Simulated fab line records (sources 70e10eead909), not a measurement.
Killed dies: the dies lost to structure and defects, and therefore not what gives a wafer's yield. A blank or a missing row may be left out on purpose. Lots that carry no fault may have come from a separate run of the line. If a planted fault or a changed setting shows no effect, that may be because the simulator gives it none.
fab line records ; flow nand_harc
record lots=10; wafers=30; last_day=24
route steps=1159 shown P_CONTACT@238 P_M0@261 END@1159
lots that met no fault: taken from a fault-free run of the same line
start_h: hours from the record's opening day to when the first of the lot's shown wafers began ; wait_h: how many hours have passed since the lot's step before this one ; " repeats the value in the row above ; L1.1+2: a row that stands for several wafers ; - no value, or no start was given ; * or withheld: withheld ; < > ~ a bound
route shown NAME@n: names a module that has steps shown in the file, with the first one's number in the route ; usual: mean/standard deviation of fault-free wafers ; same: alike in all rows ; chamber/n: place in a boat ; sites: readings site by site ; _std_site: their standard deviation ; _edge_site: mean of outer sites minus mean of inner sites ; radius_mm: how far each site lies from the wafer's centre ; mask NAME#n: copy n ; behind: the most recent tool/chamber to have shaped the wafer ; hold: cause of the lot's hold/its duration in hours/its outcome ; device: transistor that didn't switch, given as n, p or np ; end of line: at the end of the route, the tests of the same wafers ; a step with no rows: only its recipe ; killed: dies lost to structure and defects at the first sort, not the wafer's yield ; map: per-die view of a wafer (x killed, . not killed, _ where there is no die)
set.NAME: setting as actually run; set.NAME@STEP: the setting as run at that earlier step ; model.NAME: the simulator's own value behind a step, which no gauge read
route steps across a sampled set of lots; one table per step, one row per wafer
services: a tool's chamber out of use, with start hour (start_h, from the record's first day; less than 0 if before it), hours out, and reason
## steps
# step NHARC_P_CONTACT_ETCH_18
# recipe target_depth_a=4810; time_s=240.5; c4f8_flow_sccm=20; o2_flow_sccm=10; ar_flow_sccm=withheld; rf_w=600; bias_w=1500; chemistry=C4F8/O2/Ar
# usual chamber_pressure_mTorr=25.002/0.021; oes_product_au=0.957/0.02; rf_vpp_V=981/5.8
lot.wafer;tool;chamber;start_h;wait_h;chamber_pressure_mTorr;oes_product_au;rf_hours_counter_h;rf_vpp_V
L261.1;rie_diel-02;2;-;-;24.995;0.913;13;972
L261.3;rie_diel-02;0;-;-;25.011;0.909;-;985
L261.5;rie_diel-02;0;-;-;25.021;0.907;-;985
L265.3;rie_diel-02;1;-;-;25.004;0.977;11;969
L265.2;rie_diel-02;2;-;-;24.974;0.940;17;972
L265.6;rie_diel-02;0;-;-;24.994;0.953;-;982
L266.2;rie_diel-11;2;-;-;24.992;0.956;45;983
L266.3;rie_diel-11;1;-;-;24.992;0.969;45;985
L266.6;rie_diel-11;2;-;-;25.035;0.965;-;984
L268.2;rie_diel-11;0;-;-;25.021;0.941;45;969
L268.4;rie_diel-11;1;-;-;24.995;0.968;52;984
L268.3;rie_diel-11;2;-;-;25.006;0.968;51;984
L273.3;rie_diel-04;0;-;-;25.018;0.984;7;988
L273.6;rie_diel-04;2;-;-;25.002;0.944;-;984
L273.5;rie_diel-04;3;-;-;24.998;0.987;-;985
L276.2;rie_diel-02;3;-;-;24.992;0.964;3;986
L276.5;rie_diel-02;2;-;-;24.998;0.952;-;970
L276.6;rie_diel-02;0;-;-;24.997;0.954;-;985
L278.3;rie_diel-04;1;-;-;24.977;0.954;10;973
L278.1;rie_diel-04;3;-;-;25.029;0.964;10;983
L278.4;rie_diel-04;3;-;-;24.986;0.963;-;983
L279.2;rie_diel-11;1;-;-;24.980;0.967;11;983
L279.4;rie_diel-11;2;-;-;25.012;0.984;11;983
L279.5;rie_diel-11;2;-;-;24.978;0.985;-;983
L282.2;rie_diel-02;0;-;-;25.018;0.965;8;983
L282.3;rie_diel-02;1;-;-;24.999;0.973;4;969
L282.5;rie_diel-02;0;-;-;25.036;0.959;-;982
L281.4;rie_diel-04;2;-;-;24.994;0.960;11;984
L281.1;rie_diel-04;3;-;-;24.953;0.991;12;984
L281.5;rie_diel-04;1;-;-;25.013;0.976;-;973
# step NHARC_P_CONTACT_ETCH_31
# recipe target_depth_a=300; time_s=85.7; ion_energy_ev=120; over_etch_frac=1; ch3f_flow_sccm=50; o2_flow_sccm=30; ar_flow_sccm=200; rf_w=500; bias_w=100; chemistry=CH3F/O2
# usual chamber_pressure_mTorr=24.999/0.021; drypump_motor_current_A=5.9/0.32; oes_product_au=0.977/0.015; rf_vpp_V=244.9/1.8; showerhead_plenum_p_Torr=2.50/0.11; throttle_valve_pct=20.664/0.009
lot.wafer;tool;chamber;start_h;wait_h;chamber_pressure_mTorr;drypump_motor_current_A;oes_product_au;rf_hours_counter_h;rf_vpp_V;showerhead_plenum_p_Torr;throttle_valve_pct
L261.1;rie_diel-02;2;-;-;25.014;5.9;0.972;13;242.6;2.34;20.675
L261.3;rie_diel-02;2;-;-;24.993;5.9;0.967;-;241.8;2.34;20.645
L261.5;rie_diel-02;0;-;-;24.999;5.3;0.970;-;245.1;2.55;20.677
L265.3;rie_diel-02;3;-;-;24.976;6.0;1.010;14;246.7;2.58;20.672
L265.2;rie_diel-02;0;-;-;24.989;5.3;0.973;16;245.6;2.55;20.663
L265.6;rie_diel-02;3;-;-;25.037;6.0;1.015;-;246.6;2.58;20.675
L266.2;rie_diel-11;2;-;-;25.045;6.5;0.980;45;247.6;2.56;20.669
L266.3;rie_diel-11;3;-;-;24.989;5.9;0.954;45;244.9;2.47;20.669
L266.6;rie_diel-11;1;-;-;24.991;6.3;0.996;-;244.7;2.58;20.663
L268.3;rie_diel-11;2;-;-;25.004;6.4;0.987;51;246.2;2.55;20.640
L268.2;rie_diel-11;0;-;-;25.011;5.4;0.964;45;243.7;2.32;20.666
L268.4;rie_diel-11;1;-;-;24.975;6.3;0.991;52;246.1;2.58;20.672
L273.3;rie_diel-04;0;-;-;24.988;5.9;0.990;7;245.6;2.62;20.662
L273.5;rie_diel-04;1;-;-;24.982;5.7;0.966;-;242.6;2.38;20.680
L273.6;rie_diel-04;2;-;-;25.017;6.0;0.967;-;246.6;2.58;20.645
L276.2;rie_diel-02;3;-;-;25.018;6.0;0.979;3;247.1;2.57;20.668
L276.5;rie_diel-02;0;-;-;25.024;5.3;0.965;-;244.9;2.55;20.657
L276.6;rie_diel-02;2;-;-;25.017;5.9;0.978;-;243.2;2.33;20.668
L278.1;rie_diel-04;1;-;-;25.007;5.8;0.975;11;242.4;2.38;20.666
L278.3;rie_diel-04;3;-;-;24.991;5.6;0.982;11;245.3;2.57;20.666
L278.4;rie_diel-04;1;-;-;25.014;5.8;0.969;-;243.7;2.38;20.664
L279.4;rie_diel-11;1;-;-;25.003;6.3;0.992;11;246.0;2.57;20.664
L279.2;rie_diel-11;2;-;-;24.985;6.5;0.993;11;245.5;2.54;20.658
L279.5;rie_diel-11;2;-;-;24.991;6.5;0.993;-;244.7;2.54;20.659
L282.3;rie_diel-02;0;-;-;25.015;5.3;0.980;8;245.3;2.55;20.663
L282.2;rie_diel-02;2;-;-;25.023;5.9;0.993;8;241.4;2.33;20.660
L282.5;rie_diel-02;0;-;-;24.994;5.3;0.976;-;247.1;2.55;20.665
L281.4;rie_diel-04;2;-;-;25.021;6.0;0.966;11;245.6;2.58;20.652
L281.1;rie_diel-04;3;-;-;25.023;5.6;0.980;12;245.7;2.57;20.661
L281.5;rie_diel-04;2;-;-;24.975;6.0;0.959;-;246.0;2.58;20.657
# step NHARC_P_CONTACT_CD_MEAS_19
# usual cd_nm=89.6/2.1
lot.wafer;tool;chamber;start_h;wait_h;cd_nm
L261.1;cd_sem-02;-;107.78;-;90.7
L261.3;cd_sem-02;-;107.78;-;88.9
L261.5;cd_sem-02;-;107.78;-;88.8
L265.2;cd_sem-02;-;133.21;-;88.5
L265.3;cd_sem-02;-;133.21;-;87.7
L265.6;cd_sem-02;-;133.21;-;88.9
L266.2;cd_sem-02;-;133.87;-;89.2
L266.3;cd_sem-02;-;133.87;-;87.6
L266.6;cd_sem-02;-;133.87;-;92.3
L268.2;cd_sem-02;-;151.71;-;88.3
L268.3;cd_sem-02;-;151.71;-;90.5
L268.4;cd_sem-02;-;151.71;-;91.5
L273.3;cd_sem-02;-;192.34;-;89.4
L273.5;cd_sem-02;-;192.34;-;86.9
L273.6;cd_sem-02;-;192.34;-;89.0
L276.2;cd_sem-03;-;201.68;-;95.2
L276.5;cd_sem-03;-;201.68;-;91.8
L276.6;cd_sem-03;-;201.68;-;93.6
L278.1;cd_sem-01;-;212.96;-;89.8
L278.3;cd_sem-01;-;212.96;-;88.2
L278.4;cd_sem-01;-;212.96;-;89.9
L279.2;cd_sem-02;-;219.28;-;88.8
L279.4;cd_sem-02;-;219.28;-;85.9
L279.5;cd_sem-02;-;219.28;-;91.1
L282.2;cd_sem-03;-;231.30;-;93.8
L282.3;cd_sem-03;-;231.30;-;93.1
L282.5;cd_sem-03;-;231.30;-;92.9
L281.1;cd_sem-03;-;232.03;-;88.4
L281.4;cd_sem-03;-;232.03;-;89.0
L281.5;cd_sem-03;-;232.03;-;86.1
# step NHARC_P_M0_PEB_07
# recipe peb_temp_c=100; peb_time_s=65
# usual heater_power_total_W=156.6/0.42; plate_temp_C=100.01/0.12
lot.wafer;tool;chamber;start_h;wait_h;heater_power_total_W;plate_temp_C
L261.1;litho_track-04;0;110.91;0.1;156.2;100.08
L261.3;litho_track-04;0;110.91;0.1;157.0;100.15
L261.5;litho_track-04;0;110.91;0.1;155.9;100.03
L265.2;litho_track-06;0;136.29;0.1;157.1;99.92
L265.3;litho_track-06;0;136.29;0.1;156.8;99.73
L265.6;litho_track-06;0;136.29;0.1;156.0;99.88
L266.2;litho_track-01;0;136.96;0.1;157.1;99.98
L266.3;litho_track-01;0;136.96;0.1;156.6;99.85
L266.6;litho_track-01;0;136.96;0.1;156.7;99.82
L268.2;litho_track-01;0;154.94;0.1;156.0;100.16
L268.3;litho_track-01;0;154.94;0.1;157.2;100.04
L268.4;litho_track-01;0;154.94;0.1;156.0;100.28
L273.3;litho_track-04;0;197.03;0.0;156.9;100.00
L273.5;litho_track-04;0;197.03;0.0;155.9;100.09
L273.6;litho_track-04;0;197.03;0.0;157.0;99.79
L276.2;litho_track-01;0;211.32;0.1;173.9;-
L276.5;litho_track-01;0;211.32;0.1;174.4;-
L276.6;litho_track-01;0;211.32;0.1;175.1;-
L278.1;litho_track-01;0;217.37;0.1;174.2;-
L278.3;litho_track-01;0;217.37;0.1;173.7;-
L278.4;litho_track-01;0;217.37;0.1;175.0;-
L279.2;litho_track-06;0;222.30;0.1;157.1;100.02
L279.4;litho_track-06;0;222.30;0.1;156.6;99.93
L279.5;litho_track-06;0;222.30;0.1;155.9;100.21
L282.2;litho_track-06;0;243.53;0.1;156.1;99.94
L282.3;litho_track-06;0;243.53;0.1;157.0;99.96
L282.5;litho_track-06;0;243.53;0.1;156.0;100.02
L281.1;litho_track-04;0;243.68;0.1;157.1;100.08
L281.4;litho_track-04;0;243.68;0.1;156.3;100.05
L281.5;litho_track-04;0;243.68;0.1;156.0;99.87
# step NHARC_P_M0_CD_MEAS_09
# recipe target_cd_nm=90; landing_energy_ev=500
# usual cd_nm=89.8/0.81
lot.wafer;tool;chamber;start_h;wait_h;cd_nm
L261.1;cd_sem-02;0;110.99;-;90.3
L261.3;cd_sem-02;0;110.99;-;90.1
L261.5;cd_sem-02;0;110.99;-;89.6
L265.2;cd_sem-02;0;136.37;-;90.6
L265.3;cd_sem-02;0;136.37;-;91.2
L265.6;cd_sem-02;0;136.37;-;90.1
L266.2;cd_sem-02;0;137.04;-;90.4
L266.3;cd_sem-02;0;137.04;-;90.3
L266.6;cd_sem-02;0;137.04;-;90.5
L268.2;cd_sem-01;0;155.02;-;90.0
L268.3;cd_sem-01;0;155.02;-;89.0
L268.4;cd_sem-01;0;155.02;-;90.7
L273.3;cd_sem-02;0;197.12;-;87.5
L273.5;cd_sem-02;0;197.12;-;89.1
L273.6;cd_sem-02;0;197.12;-;89.8
L276.2;cd_sem-02;0;211.40;-;82.4
L276.5;cd_sem-02;0;211.40;-;83.0
L276.6;cd_sem-02;0;211.40;-;81.9
L278.1;cd_sem-02;0;217.45;-;83.1
L278.3;cd_sem-02;0;217.45;-;81.7
L278.4;cd_sem-02;0;217.45;-;83.0
L279.2;cd_sem-01;0;222.38;-;90.8
L279.4;cd_sem-01;0;222.38;-;90.1
L279.5;cd_sem-01;0;222.38;-;89.8
L282.2;cd_sem-02;0;243.61;-;89.8
L282.3;cd_sem-02;0;243.61;-;91.2
L282.5;cd_sem-02;0;243.61;-;90.2
L281.1;cd_sem-03;0;243.76;-;89.1
L281.4;cd_sem-03;0;243.76;-;87.9
L281.5;cd_sem-03;0;243.76;-;89.4
# step NHARC_P_M0_CD_MEAS_16
# usual cd_nm=89.3/1.1
lot.wafer;tool;chamber;start_h;wait_h;cd_nm
L261.1;cd_sem-03;-;111.47;-;89.4
L261.3;cd_sem-03;-;111.47;-;88.2
L261.5;cd_sem-03;-;111.47;-;88.5
L265.2;cd_sem-02;-;136.85;-;90.6
L265.3;cd_sem-02;-;136.85;-;92.2
L265.6;cd_sem-02;-;136.85;-;91.3
L266.2;cd_sem-03;-;137.52;-;90.4
L266.3;cd_sem-03;-;137.52;-;89.5
L266.6;cd_sem-03;-;137.52;-;88.5
L268.2;cd_sem-03;-;155.52;-;90.4
L268.3;cd_sem-03;-;155.52;-;88.8
L268.4;cd_sem-03;-;155.52;-;89.7
L273.3;cd_sem-02;-;197.60;-;88.1
L273.5;cd_sem-02;-;197.60;-;88.8
L273.6;cd_sem-02;-;197.60;-;88.3
L276.2;cd_sem-02;-;211.90;-;81.9
L276.5;cd_sem-02;-;211.90;-;81.5
L276.6;cd_sem-02;-;211.90;-;81.0
L278.1;cd_sem-01;-;217.94;-;82.7
L278.3;cd_sem-01;-;217.94;-;81.0
L278.4;cd_sem-01;-;217.94;-;83.1
L279.2;cd_sem-02;-;222.91;-;90.8
L279.4;cd_sem-02;-;222.91;-;88.6
L279.5;cd_sem-02;-;222.91;-;89.7
L282.2;cd_sem-02;-;244.10;-;89.3
L282.3;cd_sem-02;-;244.10;-;90.7
L282.5;cd_sem-02;-;244.10;-;90.3
L281.1;cd_sem-01;-;244.24;-;88.3
L281.4;cd_sem-01;-;244.24;-;87.8
L281.5;cd_sem-01;-;244.24;-;88.8
# step NHARC_END_SORT_01
# recipe temp_c=25
# usual defect_limited_yield=95.2/1.6; killed_at_array=29/11; killed_at_other=0.5/0.89; killed_at_periphery=3.3/2; killed_dies=32/11; killed_open=3.1/1.9; killed_short=2.3/1.6; sort_bin_2_pct=1.5/0.71; sort_bin_3_pct=0.30/0.22; sort_bin_4_pct=3.0/1.1; sort_n_pass=645/11; sort_rim_yield_pct=97.3/1.8; sort_yield_pct=95.2/1.6
# same gross_dies=677; sort_bin_5_pct[%]=0; sort_bin_6_pct[%]=0; sort_bin_7_pct[%]=0; sort_bin_8_pct[%]=0; sort_rim_n_gross=106.00
lot.wafer;tool;chamber;start_h;wait_h;defect_limited_yield[%];killed_at_array;killed_at_other;killed_at_periphery;killed_dies;killed_open;killed_short;sort_bin_2_pct[%];sort_bin_3_pct[%];sort_bin_4_pct[%];sort_n_pass;sort_rim_yield_pct[%];sort_yield_pct[%]
L266.2;prober-01;0;457.43;2.8;97.3;12;1;5;18;1;4;0.6;0;2.1;659;97.2;97.3
L266.3;prober-01;0;458.24;3.1;97.5;11;2;4;17;1;2;0.6;0.30;1.6;660;99.1;97.5
L266.6;prober-01;0;460.65;4.0;97.5;17;0;0;17;3;3;0.7;0.30;1.5;660;99.1;97.5
L273.6;prober-01;0;515.08;4.0;96.3;22;1;2;25;2;6;0.6;0;3.1;652;96.2;96.3
L276.6;prober-02;0;533.95;4.0;95.9;24;0;4;28;2;1;1.3;0.30;2.5;649;97.2;95.9
L278.1;prober-01;0;554.27;2.5;96.0;19;0;8;27;4;4;1.2;0.44;2.4;650;94.3;96.0
L278.3;prober-01;0;555.88;3.1;96.0;16;0;11;27;3;4;1.6;0.30;2.1;650;93.4;96.0
L278.4;prober-01;0;556.69;3.4;97.0;16;0;4;20;2;5;0.6;0.44;1.9;657;96.2;97.0
# killed by level:class
L266.2 A_WL_FILL:chamber_film_flake=6 P_M2:geometric_particle:short=2 A_WL_FILL:geometric_particle:short=2 A_STAIRCASE:chamber_film_flake=2 A_WL_FILL:geometric_particle:open=1 P_ZERO_WELL:chamber_film_flake=1 P_STI:chamber_film_flake=1 P_GATE:chamber_film_flake=1
L266.3 A_CHANNEL_HOLE_D1:chamber_film_flake=4 P_ZERO_WELL:chamber_film_flake=3 A_CONTACT:chamber_film_flake=2 THIN_TSV:chamber_film_flake=2 A_SGD_CUT:geometric_particle:short=1 A_CONTACT:geometric_particle:open=1 A_CONTACT:geometric_particle:short=1 P_GATE:chamber_film_flake=1
L266.6 A_WL_FILL:chamber_film_flake=4 A_CHANNEL_HOLE_D1:chamber_film_flake=3 A_WL_FILL:geometric_particle:short=2 A_CONTACT:geometric_particle:open=2 A_CONTACT:chamber_film_flake=2 A_SOURCE_PLATE:geometric_particle:open=1 A_BLC:geometric_particle:short=1 A_STAIRCASE:chamber_film_flake=1
L273.6 A_CHANNEL_HOLE_D1:chamber_film_flake=7 A_CONTACT:chamber_film_flake=6 A_CHANNEL_FILL_D1:chamber_film_flake=3 P_STI:geometric_particle:short=1 P_M0:geometric_particle:open=1 A_CHANNEL_HOLE_D1:geometric_particle:short=1 A_STAIRCASE:geometric_particle:short=1 A_SGD_CUT:geometric_particle:short=1
L276.6 A_CHANNEL_HOLE_D1:chamber_film_flake=7 A_CONTACT:chamber_film_flake=6 A_STAIRCASE:chamber_film_flake=4 A_BLC:chamber_film_flake=4 P_M1:chamber_film_flake=2 P_M0:geometric_particle:open=1 A_WL_FILL:geometric_particle:short=1 A_CONTACT:geometric_particle:open=1
L278.1 A_CHANNEL_HOLE_D1:chamber_film_flake=7 P_ZERO_WELL:chamber_film_flake=3 A_STAIRCASE:chamber_film_flake=3 P_M0:area_peb=3 A_CONTACT:geometric_particle:open=2 A_M1:chamber_film_flake=2 P_GATE:geometric_particle:open=1 A_CHANNEL_HOLE_D1:geometric_particle:open=1
L278.3 A_CHANNEL_HOLE_D1:chamber_film_flake=6 P_ZERO_WELL:chamber_film_flake=4 A_WL_FILL:geometric_particle:short=3 A_M1:chamber_film_flake=3 A_CONTACT:geometric_particle:open=2 P_STI:chamber_film_flake=2 P_GATE:chamber_film_flake=2 P_M0:area_peb=2
L278.4 A_CHANNEL_HOLE_D1:chamber_film_flake=7 A_STAIRCASE:chamber_film_flake=3 A_WL_FILL:geometric_particle:short=2 P_GATE:geometric_particle:short=1 P_M0:geometric_particle:open=1 A_CONTACT:geometric_particle:short=1 A_BLC:geometric_particle:short=1 A_BLC:geometric_particle:open=1
## services
tool;chamber;start_h;hours;kind
rie_diel-02;1;86.66;42.5;repair
litho_track-01;-;93.00;7.0;pm
rie_diel-04;2;104.27;3.2;repair
rie_diel-02;3;105.27;8.2;repair
rie_diel-02;0;105.34;-;clean
rie_diel-02;2;105.34;-;clean
rie_diel-11;0;109.61;2.4;repair
rie_diel-04;-;111.90;9.0;pm
litho_track-06;-;117.00;7.0;pm
rie_diel-02;0;129.84;-;clean
rie_diel-02;1;129.84;-;clean
rie_diel-02;2;129.84;-;clean
rie_diel-02;3;129.84;-;clean
litho_track-04;-;141.00;7.0;pm
rie_diel-02;0;150.75;9.0;vent_cycle
rie_diel-02;2;150.75;9.0;vent_cycle
rie_diel-02;3;150.75;9.0;vent_cycle
rie_diel-11;0;157.59;5.7;repair
rie_diel-02;0;159.75;-;clean
rie_diel-02;1;179.52;36.8;repair
rie_diel-02;2;187.59;2.4;repair
rie_diel-11;-;189.68;9.0;pm
rie_diel-04;2;207.96;8.7;repair
rie_diel-02;-;220.89;0.9;repair
## key
first_sign step=NHARC_P_M0_PEB_07; reading=heater_power_total_W; direction=up; sigmas=42; usual=*; struck=*
effect step=NHARC_P_M0_CD_MEAS_09; reading=cd_nm; direction=down; sigmas=9; usual=89.8; struck=82.5
effect step=NHARC_P_M0_CD_MEAS_16; reading=cd_nm; direction=down; sigmas=7; usual=89.3; struck=81.9
met_at NHARC_P_M0_PEB_07
struck_lots L276,L278
not_acting_at NHARC_P_CONTACT_ETCH_18,NHARC_P_CONTACT_ETCH_31,NHARC_P_CONTACT_CD_MEAS_19
onset_between 154.94 211.32
fault kind=process_parameter_drift; tool=litho_track-01; chamber=-; onset_h=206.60; steps=NHARC_P_M0_PEB_07; channel=peb_time_s; offset=*; shape=step; end_h=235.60; acts_in=*; stated=*
